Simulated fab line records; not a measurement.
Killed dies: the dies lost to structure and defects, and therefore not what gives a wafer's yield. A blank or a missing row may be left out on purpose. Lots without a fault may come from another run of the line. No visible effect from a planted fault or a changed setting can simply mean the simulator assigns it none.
2 desks, one fault / flow n5Finfet / only its own numbers are on each desk; what lay behind them is given at the end

FROM THE METROLOGY DESK
Lot by lot, what the gauges showed, no matter which tool ran the lot: averages of those sampled wafers that carry a number. A lot is out of limits, marked OUT, if its mean lies more than 4 standard deviations from the usual mean; the brackets give that distance. 7 of its 10 readings are shown, namely those furthest out on some lot.
Columns: A = DIBL_N at N5_BEOL_M4_RC_MEAS_101, usual 36.4 mV/V; B = DIBL_P at N5_BEOL_M4_RC_MEAS_101, usual 36.1 mV/V; C = IOFF_N at N5_BEOL_M4_RC_MEAS_101, usual 0.156 nA/um; D = IOFF_P at N5_BEOL_M4_RC_MEAS_101, usual 0.21 nA/um; E = SS_P at N5_BEOL_M4_RC_MEAS_101, usual 73.2 mV/dec; F = VT_N at N5_BEOL_M4_RC_MEAS_101, usual 250.0 mV; G = VT_P at N5_BEOL_M4_RC_MEAS_101, usual -250 mV
lot=L204; first seen here=day 7 22:36; A=36.5; B=37.6; C=0.163; D=0.21; E=73.0; F=250.6; G=-251
lot=L206; first seen here=day 8 05:44; A=37.6; B=38.4; C=0.185; D=0.23; E=73.5; F=246.2; G=-250
lot=L207; first seen here=day 8 06:26; A=36.3; B=37.4; C=0.171; D=0.21; E=74.1; F=247.6; G=-253
lot=L210; first seen here=day 8 23:57; A=37.3; B=36.2; C=0.187; D=0.28; E=73.9; F=248.5; G=-243
lot=L209; first seen here=day 9 01:47; A=35.4; B=35.1; C=0.137; D=0.21; E=73.2; F=251.8; G=-248
lot=L211; first seen here=day 9 03:59; A=35.4; B=35.1; C=0.155; D=0.22; E=73.5; F=249.5; G=-247
lot=L212; first seen here=day 9 11:13; A=37.7; B=37.9; C=0.173; D=0.21; E=72.9; F=248.8; G=-249
lot=L213; first seen here=day 10 06:21; A=38.3; B=37.5; C=0.195; D=0.24; E=73.6; F=245.9; G=-247
lot=L214; first seen here=day 10 10:08; A=36.2; B=35.8; C=0.157; D=0.21; E=73.8; F=248.8; G=-251
lot=L216; first seen here=day 10 11:17; A=35.1; B=33.3; C=0.133; D=0.19; E=72.4; F=253.9; G=-251
lot=L217; first seen here=day 11 02:11; A=37.1; B=36.0; C=0.145; D=0.17; E=73.2; F=250.7; G=-259
lot=L223; first seen here=day 12 12:56; A=37.3; B=36.2; C=0.170; D=0.24; E=73.6; F=248.3; G=-247
lot=L222; first seen here=day 12 19:10; A=34.3; B=35.3; C=0.113; D=0.17; E=72.8; F=256.5; G=-255
lot=L224; first seen here=day 12 20:18; A=34.3; B=34.3; C=0.128; D=0.19; E=72.7; F=251.3; G=-250
lot=L227; first seen here=day 14 02:44; A=35.3; B=35.0; C=0.146; D=0.18; E=73.3; F=249.4; G=-254
Result from this desk: across the 15 lots, nothing is out of limits.

FOR THE TOOL OWNER'S DESK: cvdCo-02
The tool's own readings at N5_BEOL_M0_CVD_115 (deposits Co from CCTBA/H2, time 120 s): means of the sampled wafers that have a number, for each lot that ran on this tool. A lot is out of limits, marked OUT, if its mean lies more than 4 standard deviations from the usual mean; the brackets give that distance.
Columns: A = runLengthS at N5_BEOL_M0_CVD_115, usual 143.3 s
lot=L207; first seen here=day 6 10:27; A=143.2
lot=L206; first seen here=day 6 10:44; A=143.0
lot=L210; first seen here=day 7 04:47; A=143.5
lot=L213; first seen here=day 8 01:16; A=143.6
lot=L216; first seen here=day 8 20:33; A=114.6 (-64) OUT
lot=L214; first seen here=day 8 20:38; A=114.7 (-64) OUT
lot=L217; first seen here=day 8 22:32; A=114.9 (-63) OUT
This desk finds L214, L216, L217 out of limits, L216 being first, at day 8 20:33 (runLengthS at N5_BEOL_M0_CVD_115). L207, L206, L210, L213: within limits.

BROUGHT TOGETHER
An alarm could have come from the tool owner's desk at day 8 20:33, on L214, L216, L217.
Nothing out of limits was seen by the metrology desk.
The metrology desk has L214, L216, L217 on record, within its limits.
The lots listed all ran N5_BEOL_M0_CVD_115 on cvdCo-02.

WHAT THE SIMULATOR PUT IN
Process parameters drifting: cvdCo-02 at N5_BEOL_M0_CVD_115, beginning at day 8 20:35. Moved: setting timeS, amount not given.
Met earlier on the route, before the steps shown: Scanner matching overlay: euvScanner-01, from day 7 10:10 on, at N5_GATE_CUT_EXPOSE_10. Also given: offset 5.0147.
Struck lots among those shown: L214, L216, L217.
